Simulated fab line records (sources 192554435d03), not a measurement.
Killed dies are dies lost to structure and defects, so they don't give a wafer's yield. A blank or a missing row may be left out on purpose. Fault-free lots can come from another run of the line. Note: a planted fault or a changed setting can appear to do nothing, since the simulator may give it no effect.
Chamber matching -- flow n5_finfet -- pecvd-02 running N5_FIN_SAQP_PECVD_48: 3 sister chambers
The step deposits SiNx from SiH4/NH3/N2, target thk 25 nm, time 22.1 s. 18 wafers are shown with their chamber, then 9 later ones without.

== WAFERS PAIRED WITH THEIR CHAMBERS ==
wafer,chamber,showerhead_plenum_p_Torr (Torr),heater_power_w (W),throttle_valve_pct (%)
L076.2,2,5.14,983,43.9
L076.4,0,5.18,661,39.7
L076.5,2,5.15,982,43.9
L077.1,0,5.21,686,39.7
L077.2,1,5.01,647,38.3
L077.6,2,5.14,984,44.1
L080.1,0,5.19,721,39.6
L080.5,1,5.02,766,38.5
L080.6,0,5.19,736,39.6
L084.1,1,5.02,787,38.5
L084.2,0,5.19,710,40.0
L084.6,2,5.13,954,37.7
L085.3,2,5.13,1037,38.2
L085.4,2,5.12,1020,37.8
L085.5,1,5.03,788,38.8
L090.3,1,5.01,743,38.6
L090.5,1,5.01,737,38.6
L090.6,0,5.19,663,40.0

SIGNATURES (averages over the wafers above)
reading,chamber 0,chamber 1,chamber 2,scatter within a chamber
showerhead_plenum_p_Torr,5.1917,5.0167,5.1350,0.00955
heater_power_w,696.17,744.67,993.33,39.2
throttle_valve_pct,39.767,38.550,40.933,1.93
Rule: for a wafer and a chamber, the distance is found by dividing, reading by reading, the gap between the wafer's reading and the chamber's mean by the reading's scatter, squaring, summing and taking the root. If the next closest chamber is less than 2 further off than the closest, the wafer can't be placed; otherwise it belongs to the closest. The scatter: take each reading less its chamber's mean, square it, sum over the shown wafers, divide by the number of wafers less the number of chambers, and take the root.

== WAFERS WITHOUT THEIR CHAMBER ==
wafer,showerhead_plenum_p_Torr (Torr),heater_power_w (W),throttle_valve_pct (%)
L092.2,5.13,859,38.0
L092.4,5.19,695,40.1
L092.6,5.03,655,38.7
L093.2,5.18,673,40.0
L093.3,5.14,875,37.9
L093.4,5.19,681,40.1
L097.2,5.02,760,38.6
L097.3,5.13,911,38.1
L097.4,5.18,700,40.1

== WHICH CHAMBER EACH ONE RAN IN ==
wafer,from the rows above,in truth
L092.2,2,2
L092.4,0,0
L092.6,1,1
L093.2,0,0
L093.3,2,2
L093.4,0,0
L097.2,1,1
L097.3,2,2
L097.4,0,0
Placed correctly: 9 of 9. From these rows, 0 cannot be placed. 0 placed wrongly.
